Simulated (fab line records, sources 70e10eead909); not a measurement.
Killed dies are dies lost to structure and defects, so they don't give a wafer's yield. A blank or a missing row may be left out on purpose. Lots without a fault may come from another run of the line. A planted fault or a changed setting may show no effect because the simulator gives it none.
Chamber matching | flow nand_harc | NHARC_P_M0_STRIP_18 on rie_diel-10: 4 sister chambers
The step strips in N2/H2. 4 wafers are shown with their chamber, then 12 later ones without.

WAFERS WITH THEIR CHAMBER
wafer  | chamber | showerhead_plenum_p_Torr (Torr)
L089.6 | 0       | 2.18
L091.1 | 3       | 1.94
L091.3 | 2       | 1.93
L091.6 | 1       | 2.11

WAFERS WITHOUT THEIR CHAMBER
wafer  | showerhead_plenum_p_Torr (Torr)
L092.3 | 1.93
L092.4 | 2.17
L092.6 | 2.17
L093.1 | 1.93
L093.2 | 2.11
L093.3 | 2.17
L095.1 | 1.94
L095.2 | 2.17
L095.4 | 1.92
L097.4 | 1.94
L097.5 | 2.10
L097.6 | 2.17

WHICH CHAMBER EACH WENT THROUGH
wafer  | from the rows above     | in truth
L092.3 | can't be placed: 2 or 3 | 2
L092.4 | 0                       | 0
L092.6 | 0                       | 0
L093.1 | can't be placed: 2 or 3 | 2
L093.2 | 1                       | 1
L093.3 | 0                       | 0
L095.1 | can't be placed: 3 or 2 | 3
L095.2 | 0                       | 0
L095.4 | can't be placed: 2 or 3 | 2
L097.4 | can't be placed: 3 or 2 | 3
L097.5 | 1                       | 1
L097.6 | 0                       | 0
Placed correctly: 7 of 12. Can't be placed from these rows: 5 (the true chamber is among the candidates in 5). Placed wrongly: 0.
How it was worked out, from the rows above alone: a wafer's distance from a chamber is the root of the sum, over the readings, of the square of ((its reading less the chamber's mean) divided by the reading's scatter). The wafer belongs to the nearest chamber; if the next one is less than 2 further off, it can't be placed. A chamber's mean is the mean of its shown wafers. The scatter: with one shown wafer a chamber, the root of the mean of the squares of how far each hidden wafer lies from its nearest shown one.
